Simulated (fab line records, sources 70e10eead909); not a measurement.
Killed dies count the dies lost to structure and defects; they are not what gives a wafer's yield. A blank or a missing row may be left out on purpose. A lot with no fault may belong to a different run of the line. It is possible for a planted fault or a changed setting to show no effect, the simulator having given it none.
Which tool is to blame? -- flow nand-harc -- 15 lots, 45 wafers sampled, at 4 steps of a route of 1302

WHAT EACH GAUGE READ, for each wafer
NHARC_A_M0_INSPECT_27.
lot,measured,on,raw-defect-count
L295,day 22 22:58,defect-inspect-01,674 910 498
L298,day 24 08:50,defect-inspect-01,464 358 483
L300,day 24 10:31,defect-inspect-02,399 369 387
L299,day 24 13:37,defect-inspect-01,450 551 496
L301,day 24 15:05,defect-inspect-01,861 821 1140
L302,day 25 15:12,defect-inspect-01,644 419 869
L303,day 25 16:38,defect-inspect-02,593 548 669
L304,day 26 08:31,defect-inspect-01,544 455 417
L306,day 27 04:19,defect-inspect-01,442 519 491
L307,day 28 00:20,defect-inspect-01,560 482 453
L308,day 28 06:28,defect-inspect-01,552 816 429
L310,day 28 16:14,defect-inspect-01,432 649 468
L312,day 30 07:46,defect-inspect-01,652 636 695
L316,day 31 19:30,defect-inspect-01,423 573 420
L318,day 32 10:01,defect-inspect-01,328 405 404

NHARC_A_M1_CD_MEAS_16.
lot,measured,on,cd-nm (nm)
L295,day 23 00:51,cd-sem-02,119.8 119.7 120.7
L298,day 24 10:49,cd-sem-02,119.5 120.1 119.2
L300,day 24 12:31,cd-sem-01,119.8 120.1 120.1
L299,day 24 15:31,cd-sem-01,119.2 119.2 119.5
L301,day 24 16:58,cd-sem-02,119.6 119.6 119.3
L302,day 25 17:08,cd-sem-02,120.2 120.4 119.1
L303,day 25 18:32,cd-sem-02,118.8 118.1 119.7
L304,day 26 10:24,cd-sem-03,118.7 119.3 119.3
L306,day 27 06:08,cd-sem-01,118.8 119.7 118.3
L307,day 28 02:13,cd-sem-02,- - -
L308,day 28 08:25,cd-sem-03,- - -
L310,day 28 18:07,cd-sem-02,- - -
L312,day 30 09:38,cd-sem-03,118.5 120.0 119.3
L316,day 31 21:50,cd-sem-02,119.1 119.2 119.7
L318,day 32 11:53,cd-sem-02,119.8 118.8 119.6

TOOL THAT RAN EACH LOT (tool first, then ch and the chambers of the sampled wafers, then the start)
lot,NHARC_A_M0_PRE_CLEAN_29,NHARC_A_M1_DEVELOP_08
L295,"pvd-sputter-01, day 22 22:58 or earlier","litho-track-01 ch 0, day 23 00:00"
L298,"pvd-sputter-02, day 24 08:50 or earlier","litho-track-01 ch 0, day 24 10:00"
L300,"pvd-sputter-03, day 24 10:31 or earlier","litho-track-01 ch 0, day 24 11:00"
L299,"pvd-sputter-01, day 24 13:37 or earlier","litho-track-06 ch 0, day 24 14:00"
L301,"pvd-sputter-01, day 24 15:05 or earlier","litho-track-06 ch 0, day 24 16:00"
L302,"pvd-sputter-03, day 25 15:12 or earlier","litho-track-04 ch 0, day 25 16:00"
L303,"pvd-sputter-02, day 25 16:38 or earlier","litho-track-01 ch 0, day 25 17:00"
L304,"pvd-sputter-02, day 26 08:31 or earlier","litho-track-06 ch 0, day 26 09:00"
L306,"pvd-sputter-03, day 27 04:19 or earlier","litho-track-04 ch 0, day 27 05:00"
L307,"pvd-sputter-01, day 28 00:20 or earlier","litho-track-06, day 28 01:00"
L308,"pvd-sputter-01, day 28 06:28 or earlier","litho-track-06, day 28 07:00"
L310,"pvd-sputter-02, day 28 16:14 or earlier","litho-track-06, day 28 17:00"
L312,"pvd-sputter-02, day 30 07:46 or earlier","litho-track-01 ch 0, day 30 09:00"
L316,"pvd-sputter-03, day 31 19:30 or earlier","litho-track-06 ch 0, day 31 21:00"
L318,"pvd-sputter-01, day 32 10:01 or earlier","litho-track-06 ch 0, day 32 11:00"
- NHARC_A_M0_PRE_CLEAN_29: time 30 s.
- NHARC_A_M1_DEVELOP_08: develop time 35 s.

AS READ BY THE TOOLS THEMSELVES (means over the sampled wafers that have a number; for cases with no such wafer, the mark the record gives instead)
NHARC_A_M0_PRE_CLEAN_29.
lot,tool,heater-power-w (W)
L295,pvd-sputter-01,401
L298,pvd-sputter-02,405
L300,pvd-sputter-03,380
L299,pvd-sputter-01,400
L301,pvd-sputter-01,397
L302,pvd-sputter-03,397
L303,pvd-sputter-02,376
L304,pvd-sputter-02,427
L306,pvd-sputter-03,377
L307,pvd-sputter-01,396
L308,pvd-sputter-01,395
L310,pvd-sputter-02,405
L312,pvd-sputter-02,438
L316,pvd-sputter-03,385
L318,pvd-sputter-01,394

NHARC_A_M1_DEVELOP_08.
lot,tool,chill-plate-temp-C (C),resist-line-temp-C (C)
L295,litho-track-01,23.00,22.92
L298,litho-track-01,22.96,22.98
L300,litho-track-01,22.96,23.02
L299,litho-track-06,23.05,23.12
L301,litho-track-06,23.01,23.07
L302,litho-track-04,22.96,22.96
L303,litho-track-01,23.09,22.89
L304,litho-track-06,22.91,22.86
L306,litho-track-04,22.97,23.04
L307,litho-track-06,-,-
L308,litho-track-06,-,-
L310,litho-track-06,-,-
L312,litho-track-01,22.87,23.04
L316,litho-track-06,23.10,23.00
L318,litho-track-06,22.98,23.06

THE ANSWER, worked out from the rows above alone
Rule: the lots themselves supply what counts as usual. The widest of any qualifying gaps counts: lots, ordered by their means at a reading, are off when they make up no more than a third of the lots, leave a main group of 4 or more, and stand apart from it by 3 or more times the standard deviation of that group's means. A main group is skipped when, at the precision printed for the reading in the tables above, its means are all equal. A lot without any number at a reading at which 4 lots or more have one is off too. The other lots that the step has rows for count as sound. After the gauges, taken in route order, come the tools' own readings; for these a lot's mean is taken, as printed above. The first step at which some lot is off is used, and at that step the reading that is off furthest; a lot without a number counts as furthest.
Off: L307, L308, L310 (NHARC_A_M1_CD_MEAS_16, cd-nm). Without a number there: L307, L308, L310. Mean 119.4 nm and standard deviation 0.38 in the main group.
A tool fits if, at a process step before that reading, it ran every lot that is off, and no sound lot after the first of them. The gauges at NHARC_A_M1_CD_MEAS_16 aren't tried: what is off there is off at NHARC_A_M1_DEVELOP_08 too, on other tools, and a gauge's error can't cause that. Because NHARC_A_M0_PRE_CLEAN_29 lacks a start for some lots, the hours and order of its lots are taken from NHARC_A_M0_INSPECT_27. Not one of the candidates tried fits.

WHAT HAD BEEN PUT IN BY THE SIMULATOR
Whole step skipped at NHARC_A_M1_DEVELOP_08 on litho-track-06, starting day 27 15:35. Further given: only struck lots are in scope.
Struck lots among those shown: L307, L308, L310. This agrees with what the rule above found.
